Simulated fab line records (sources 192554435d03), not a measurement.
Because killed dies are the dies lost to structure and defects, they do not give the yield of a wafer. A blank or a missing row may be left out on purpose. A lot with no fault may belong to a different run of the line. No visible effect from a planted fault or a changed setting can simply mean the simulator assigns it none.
Matching of chambers -- flow n5Finfet -- 4 sister chambers for N5_BEOL_M13_DESCUM_15 on rieDiel-05
The step chemistry O2, time 7.9 s. 4 wafers are shown with their chamber, then 7 later ones without.

EACH WAFER AND ITS CHAMBER
wafer,chamber,drypumpMotorCurrentA (A)
L076.4,3,5.9
L082.5,1,5.9
L085.1,2,5.7
L085.4,0,5.3

WAFERS WITH NO CHAMBER GIVEN
wafer,drypumpMotorCurrentA (A)
L085.5,5.9
L091.2,5.9
L091.4,5.9
L091.5,5.7
L092.2,5.7
L092.3,5.9
L092.4,5.6

WHICH CHAMBER EACH ONE RAN IN
wafer,from the rows above,in truth
L085.5,can't be placed: 1 or 3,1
L091.2,can't be placed: 1 or 3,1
L091.4,can't be placed: 1 or 3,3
L091.5,2,2
L092.2,2,2
L092.3,can't be placed: 1 or 3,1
L092.4,2,2
Correctly placed: 3 of 7. These rows do not allow placing 4 (true chamber among the candidates in 4). Placed wrongly: 0.
How it was worked out, from the rows above alone: a wafer's distance from a chamber is the root of the sum, over the readings, of the square of ((its reading less the chamber's mean) divided by the reading's scatter). If the next closest chamber is less than 2 further off than the closest, the wafer can't be placed; otherwise it belongs to the closest. For every chamber, the mean is computed from those of its wafers that are shown. The scatter: root of mean squared gap, hidden wafer to nearest shown wafer, with one shown wafer a chamber.
